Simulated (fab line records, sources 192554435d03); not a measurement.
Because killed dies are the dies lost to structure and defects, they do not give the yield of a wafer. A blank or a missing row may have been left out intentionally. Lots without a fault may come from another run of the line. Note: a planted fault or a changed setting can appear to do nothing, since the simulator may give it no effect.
Which tool did it? || flow n5-finfet || 32 wafers from 11 lots sampled at 5 of the route's 1938 steps

== WHAT THE GAUGES READ, wafer by wafer ==
N5_BEOL_M4_THK_MEAS_53: measures by xrf.
{"lot": "L808", "measured": "day 8 07:56", "on": "film-metro-01", "M4_THK (nm)": "40.5 41.3 41.6"}
{"lot": "L810", "measured": "day 8 19:22", "on": "film-metro-02", "M4_THK (nm)": "41.0 42.1 42.0"}
{"lot": "L811", "measured": "day 9 07:31", "on": "film-metro-02", "M4_THK (nm)": "40.9 38.8 39.5"}
{"lot": "L812", "measured": "day 9 13:53", "on": "film-metro-01", "M4_THK (nm)": "39.9 41.0 39.9"}
{"lot": "L816", "measured": "day 10 08:24", "on": "film-metro-01", "M4_THK (nm)": "40.9 41.4 39.7"}
{"lot": "L815", "measured": "day 10 16:52", "on": "film-metro-02", "M4_THK (nm)": "40.7 40.2 40.9"}
{"lot": "L818", "measured": "day 11 13:13", "on": "film-metro-01", "M4_THK (nm)": "41.5 41.4"}
{"lot": "L827", "measured": "day 13 15:25", "on": "film-metro-01", "M4_THK (nm)": "40.0 39.3 38.3"}
{"lot": "L828", "measured": "day 13 19:38", "on": "film-metro-01", "M4_THK (nm)": "39.4 39.4 41.2"}
{"lot": "L830", "measured": "day 14 10:28", "on": "film-metro-01", "M4_THK (nm)": "40.3 39.4 39.8"}
{"lot": "L829", "measured": "day 14 16:42", "on": "film-metro-01", "M4_THK (nm)": "39.5 38.6 38.3"}

N5_BEOL_M4_RC_MEAS_101.
{"lot": "L808", "measured": "day 8 08:42", "on": "prober-01", "DIBL_N (mV/V)": "35.3 36.7 34.3", "DIBL_P (mV/V)": "36.5 38.1 35.1", "IOFF_N (nA/um)": "0.138 0.162 0.116", "IOFF_P (nA/um)": "0.190 0.215 0.163", "ION_N (uA/um)": "682 675 674", "ION_P (uA/um)": "470 464 460", "SS_N (mV/dec)": "70.8 72.0 70.3", "SS_P (mV/dec)": "73.2 73.5 72.9", "VT_N (mV)": "250.0 250.2 257.5", "VT_P (mV)": "-251 -249 -254"}
{"lot": "L810", "measured": "day 8 20:08", "on": "prober-01", "DIBL_N (mV/V)": "34.5 34.6 34.0", "DIBL_P (mV/V)": "35.1 34.9 34.1", "IOFF_N (nA/um)": "0.138 0.140 0.121", "IOFF_P (nA/um)": "0.196 0.194 0.177", "ION_N (uA/um)": "682 670 664", "ION_P (uA/um)": "470 465 456", "SS_N (mV/dec)": "70.4 70.7 70.3", "SS_P (mV/dec)": "73.4 72.7 72.9", "VT_N (mV)": "250.0 251.1 253.0", "VT_P (mV)": "-249 -251 -254"}
{"lot": "L811", "measured": "day 9 07:53", "on": "prober-02", "DIBL_N (mV/V)": "35.7 37.4 37.0", "DIBL_P (mV/V)": "36.0 38.4 37.4", "IOFF_N (nA/um)": "0.144 0.182 0.166", "IOFF_P (nA/um)": "0.215 0.245 0.222", "ION_N (uA/um)": "671 678 666", "ION_P (uA/um)": "463 469 464", "SS_N (mV/dec)": "71.6 70.9 71.0", "SS_P (mV/dec)": "73.4 74.0 73.7", "VT_N (mV)": "251.6 246.6 249.5", "VT_P (mV)": "-249 -247 -248"}
{"lot": "L812", "measured": "day 9 14:22", "on": "prober-02", "DIBL_N (mV/V)": "37.6 37.2 36.1", "DIBL_P (mV/V)": "37.0 36.6 35.7", "IOFF_N (nA/um)": "0.164 0.149 0.144", "IOFF_P (nA/um)": "0.198 0.181 0.183", "ION_N (uA/um)": "679 673 674", "ION_P (uA/um)": "458 457 465", "SS_N (mV/dec)": "71.6 71.4 71.0", "SS_P (mV/dec)": "73.7 74.1 73.3", "VT_N (mV)": "248.7 252.1 251.6", "VT_P (mV)": "-252 -253 -251"}
{"lot": "L816", "measured": "day 10 08:52", "on": "prober-01", "DIBL_N (mV/V)": "37.3 35.2 35.7", "DIBL_P (mV/V)": "38.1 36.1 36.5", "IOFF_N (nA/um)": "0.192 0.156 0.164", "IOFF_P (nA/um)": "0.255 0.230 0.228", "ION_N (uA/um)": "688 674 676", "ION_P (uA/um)": "467 461 467", "SS_N (mV/dec)": "71.8 71.5 71.1", "SS_P (mV/dec)": "74.0 73.6 72.9", "VT_N (mV)": "248.3 248.8 248.3", "VT_P (mV)": "-245 -245 -249"}
{"lot": "L815", "measured": "day 10 17:23", "on": "prober-02", "DIBL_N (mV/V)": "35.4 36.1 35.5", "DIBL_P (mV/V)": "35.1 35.5 35.5", "IOFF_N (nA/um)": "0.155 0.165 0.158", "IOFF_P (nA/um)": "0.235 0.245 0.257", "ION_N (uA/um)": "679 683 671", "ION_P (uA/um)": "473 477 474", "SS_N (mV/dec)": "71.8 71.8 71.6", "SS_P (mV/dec)": "73.3 73.4 73.4", "VT_N (mV)": "247.3 248.0 248.7", "VT_P (mV)": "-246 -244 -244"}
{"lot": "L818", "measured": "day 11 13:34", "on": "prober-01", "DIBL_N (mV/V)": "35.5 35.9", "DIBL_P (mV/V)": "35.8 35.3", "IOFF_N (nA/um)": "0.165 0.152", "IOFF_P (nA/um)": "0.222 0.218", "ION_N (uA/um)": "687 678", "ION_P (uA/um)": "467 469", "SS_N (mV/dec)": "71.0 71.9", "SS_P (mV/dec)": "73.1 73.3", "VT_N (mV)": "245.4 252.4", "VT_P (mV)": "-249 -250"}
{"lot": "L827", "measured": "day 13 15:44", "on": "prober-02", "DIBL_N (mV/V)": "34.4 35.5 35.8", "DIBL_P (mV/V)": "35.3 36.5 36.0", "IOFF_N (nA/um)": "0.122 0.139 0.135", "IOFF_P (nA/um)": "0.160 0.180 0.172", "ION_N (uA/um)": "668 681 664", "ION_P (uA/um)": "457 462 452", "SS_N (mV/dec)": "70.6 71.3 71.3", "SS_P (mV/dec)": "72.8 73.1 72.6", "VT_N (mV)": "253.7 249.6 249.5", "VT_P (mV)": "-255 -254 -251"}
{"lot": "L828", "measured": "day 13 20:10", "on": "prober-02", "DIBL_N (mV/V)": "37.6 37.3 37.2", "DIBL_P (mV/V)": "36.5 37.1 36.3", "IOFF_N (nA/um)": "0.155 0.156 0.147", "IOFF_P (nA/um)": "0.207 0.218 0.203", "ION_N (uA/um)": "665 680 671", "ION_P (uA/um)": "457 465 467", "SS_N (mV/dec)": "71.7 71.6 71.3", "SS_P (mV/dec)": "72.6 72.3 73.1", "VT_N (mV)": "250.2 250.3 250.7", "VT_P (mV)": "-250 -249 -249"}
{"lot": "L830", "measured": "day 14 10:47", "on": "prober-02", "DIBL_N (mV/V)": "35.4 36.9 37.4", "DIBL_P (mV/V)": "33.4 35.5 36.0", "IOFF_N (nA/um)": "0.128 0.159 0.164", "IOFF_P (nA/um)": "0.159 0.188 0.199", "ION_N (uA/um)": "657 673 674", "ION_P (uA/um)": "451 459 458", "SS_N (mV/dec)": "70.9 71.7 71.9", "SS_P (mV/dec)": "72.4 72.8 73.6", "VT_N (mV)": "252.2 250.4 249.7", "VT_P (mV)": "-254 -251 -252"}
{"lot": "L829", "measured": "day 14 17:31", "on": "prober-02", "DIBL_N (mV/V)": "36.7 36.6 37.7", "DIBL_P (mV/V)": "36.1 35.9 38.0", "IOFF_N (nA/um)": "0.170 0.166 0.184", "IOFF_P (nA/um)": "0.206 0.199 0.240", "ION_N (uA/um)": "676 676 690", "ION_P (uA/um)": "466 461 471", "SS_N (mV/dec)": "71.5 70.6 72.1", "SS_P (mV/dec)": "73.0 73.5 73.9", "VT_N (mV)": "247.0 250.3 245.6", "VT_P (mV)": "-251 -252 -249"}

== TOOL THAT RAN EACH LOT (tool first, then ch and the chambers of the sampled wafers, then the start) ==
{"lot": "L808", "N5_BEOL_M4_ANNEAL_82": "pvd-sputter-02, day 8 05:58", "N5_BEOL_M4_ANNEAL_89": "pvd-sputter-02, day 8 06:25", "N5_BEOL_M4_CO_CAP_55": "cvd-co-01 ch 0,1,2, day 8 08:02"}
{"lot": "L810", "N5_BEOL_M4_ANNEAL_82": "pvd-sputter-02, day 8 17:20", "N5_BEOL_M4_ANNEAL_89": "pvd-sputter-02, day 8 17:47", "N5_BEOL_M4_CO_CAP_55": "cvd-co-01 ch 0,1,2, day 8 19:29"}
{"lot": "L811", "N5_BEOL_M4_ANNEAL_82": "pvd-sputter-02, day 9 05:29", "N5_BEOL_M4_ANNEAL_89": "pvd-sputter-02, day 9 05:56", "N5_BEOL_M4_CO_CAP_55": "cvd-co-02 ch 0,1, day 9 07:37"}
{"lot": "L812", "N5_BEOL_M4_ANNEAL_82": "pvd-sputter-01, day 9 10:32", "N5_BEOL_M4_ANNEAL_89": "pvd-sputter-01, day 9 11:25", "N5_BEOL_M4_CO_CAP_55": "cvd-co-02 ch 0,1,2, day 9 13:58"}
{"lot": "L816", "N5_BEOL_M4_ANNEAL_82": "pvd-sputter-01, day 10 04:41", "N5_BEOL_M4_ANNEAL_89": "pvd-sputter-01, day 10 05:34", "N5_BEOL_M4_CO_CAP_55": "cvd-co-02 ch 0,1,2, day 10 08:28"}
{"lot": "L815", "N5_BEOL_M4_ANNEAL_82": "pvd-sputter-03, day 10 14:44", "N5_BEOL_M4_ANNEAL_89": "pvd-sputter-03, day 10 15:10", "N5_BEOL_M4_CO_CAP_55": "cvd-co-02 ch 0,1,2, day 10 16:59"}
{"lot": "L818", "N5_BEOL_M4_ANNEAL_82": "pvd-sputter-03, day 11 11:11", "N5_BEOL_M4_ANNEAL_89": "pvd-sputter-03, day 11 11:38", "N5_BEOL_M4_CO_CAP_55": "cvd-co-02 ch 0,2, day 11 13:20"}
{"lot": "L827", "N5_BEOL_M4_ANNEAL_82": "pvd-sputter-02, day 13 13:17", "N5_BEOL_M4_ANNEAL_89": "pvd-sputter-02, day 13 13:43", "N5_BEOL_M4_CO_CAP_55": "cvd-co-01 ch 0,1,2, day 13 15:30"}
{"lot": "L828", "N5_BEOL_M4_ANNEAL_82": "pvd-sputter-02, day 13 17:37", "N5_BEOL_M4_ANNEAL_89": "pvd-sputter-02, day 13 18:04", "N5_BEOL_M4_CO_CAP_55": "cvd-co-01 ch 0,1,2, day 13 19:46"}
{"lot": "L830", "N5_BEOL_M4_ANNEAL_82": "pvd-sputter-01, day 14 08:04", "N5_BEOL_M4_ANNEAL_89": "pvd-sputter-01, day 14 08:30", "N5_BEOL_M4_CO_CAP_55": "cvd-co-01 ch 0,1, day 14 10:33"}
{"lot": "L829", "N5_BEOL_M4_ANNEAL_82": "pvd-sputter-03, day 14 14:45", "N5_BEOL_M4_ANNEAL_89": "pvd-sputter-03, day 14 15:11", "N5_BEOL_M4_CO_CAP_55": "cvd-co-01 ch 0,1,2, day 14 16:49"}
- N5_BEOL_M4_ANNEAL_82: time 240 s.
- N5_BEOL_M4_ANNEAL_89: time 240 s.
- N5_BEOL_M4_CO_CAP_55: material Co, precursor CCTBA/H2, target thk 2 nm, time 102.1 s.

== AS READ BY THE TOOLS THEMSELVES (means over the sampled wafers that have a number; for cases with no such wafer, the mark the record gives instead) ==
N5_BEOL_M4_ANNEAL_82.
{"lot": "L808", "tool": "pvd-sputter-02", "heater-power-w (W)": 861}
{"lot": "L810", "tool": "pvd-sputter-02", "heater-power-w (W)": 857}
{"lot": "L811", "tool": "pvd-sputter-02", "heater-power-w (W)": 781}
{"lot": "L812", "tool": "pvd-sputter-01", "heater-power-w (W)": 769}
{"lot": "L816", "tool": "pvd-sputter-01", "heater-power-w (W)": 766}
{"lot": "L815", "tool": "pvd-sputter-03", "heater-power-w (W)": 868}
{"lot": "L818", "tool": "pvd-sputter-03", "heater-power-w (W)": 866}
{"lot": "L827", "tool": "pvd-sputter-02", "heater-power-w (W)": 750}
{"lot": "L828", "tool": "pvd-sputter-02", "heater-power-w (W)": 785}
{"lot": "L830", "tool": "pvd-sputter-01", "heater-power-w (W)": 825}
{"lot": "L829", "tool": "pvd-sputter-03", "heater-power-w (W)": 843}

N5_BEOL_M4_ANNEAL_89.
{"lot": "L808", "tool": "pvd-sputter-02", "heater-power-w (W)": 862}
{"lot": "L810", "tool": "pvd-sputter-02", "heater-power-w (W)": 862}
{"lot": "L811", "tool": "pvd-sputter-02", "heater-power-w (W)": 773}
{"lot": "L812", "tool": "pvd-sputter-01", "heater-power-w (W)": 771}
{"lot": "L816", "tool": "pvd-sputter-01", "heater-power-w (W)": 767}
{"lot": "L815", "tool": "pvd-sputter-03", "heater-power-w (W)": 866}
{"lot": "L818", "tool": "pvd-sputter-03", "heater-power-w (W)": 854}
{"lot": "L827", "tool": "pvd-sputter-02", "heater-power-w (W)": 774}
{"lot": "L828", "tool": "pvd-sputter-02", "heater-power-w (W)": 784}
{"lot": "L830", "tool": "pvd-sputter-01", "heater-power-w (W)": 844}
{"lot": "L829", "tool": "pvd-sputter-03", "heater-power-w (W)": 838}

N5_BEOL_M4_CO_CAP_55.
{"lot": "L808", "tool": "cvd-co-01", "heater-power-w (W)": 240, "run-length-s (s)": 125.0}
{"lot": "L810", "tool": "cvd-co-01", "heater-power-w (W)": 240, "run-length-s (s)": 124.9}
{"lot": "L811", "tool": "cvd-co-02", "heater-power-w (W)": 242, "run-length-s (s)": 125.0}
{"lot": "L812", "tool": "cvd-co-02", "heater-power-w (W)": 232, "run-length-s (s)": 125.3}
{"lot": "L816", "tool": "cvd-co-02", "heater-power-w (W)": 236, "run-length-s (s)": 125.2}
{"lot": "L815", "tool": "cvd-co-02", "heater-power-w (W)": 238, "run-length-s (s)": 143.5}
{"lot": "L818", "tool": "cvd-co-02", "heater-power-w (W)": 243, "run-length-s (s)": 152.3}
{"lot": "L827", "tool": "cvd-co-01", "heater-power-w (W)": 246, "run-length-s (s)": 125.1}
{"lot": "L828", "tool": "cvd-co-01", "heater-power-w (W)": 244, "run-length-s (s)": 125.2}
{"lot": "L830", "tool": "cvd-co-01", "heater-power-w (W)": 259, "run-length-s (s)": 125.1}
{"lot": "L829", "tool": "cvd-co-01", "heater-power-w (W)": 243, "run-length-s (s)": 124.6}

== THE ANSWER, worked out from the rows above alone ==
Rule: the lots themselves supply what counts as usual. Put in order of their means at a reading, lots are off if they are a third of the lots or fewer, leave a main group of 4 or more, and stand apart from it by a gap of 3 or more times the standard deviation of the main group's means; of several such gaps the widest counts. Not used: any main group whose means are identical at the precision the tables above print for the reading. A lot without any number at a reading at which 4 lots or more have one is off too. Where the step has rows for the other lots, those lots are counted as sound. The gauges are gone through in route order, then the tools' own readings, and for those a lot's mean is taken as printed above. At the first step where some lot is off, the reading lying furthest off is the one used; lots without a number count as furthest.
Off: L815, L818, at N5_BEOL_M4_CO_CAP_55 (run-length-s). The main group: mean 125.0 s, standard deviation 0.19.
If a tool, at that step or one of the process steps before it, ran each lot that is off and ran no sound lot following the first of them, it fits. One fits: N5_BEOL_M4_CO_CAP_55 on cvd-co-02. A fault onset in the window from L816 (day 10 08:28, its last sound lot) to L815 (day 10 16:59, its first lot off) fits.
On the lots that are off, the tool's own readings at N5_BEOL_M4_CO_CAP_55 differ by more than 5 times the standard deviation of the sound lots' means, which bears it out; run-length-s reads 147.9 s there versus 125.0 s on the sound lots.

== WHAT THE SIMULATOR HAD INSERTED ==
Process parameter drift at N5_BEOL_M4_CO_CAP_55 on cvd-co-02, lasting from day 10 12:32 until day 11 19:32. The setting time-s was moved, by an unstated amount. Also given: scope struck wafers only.
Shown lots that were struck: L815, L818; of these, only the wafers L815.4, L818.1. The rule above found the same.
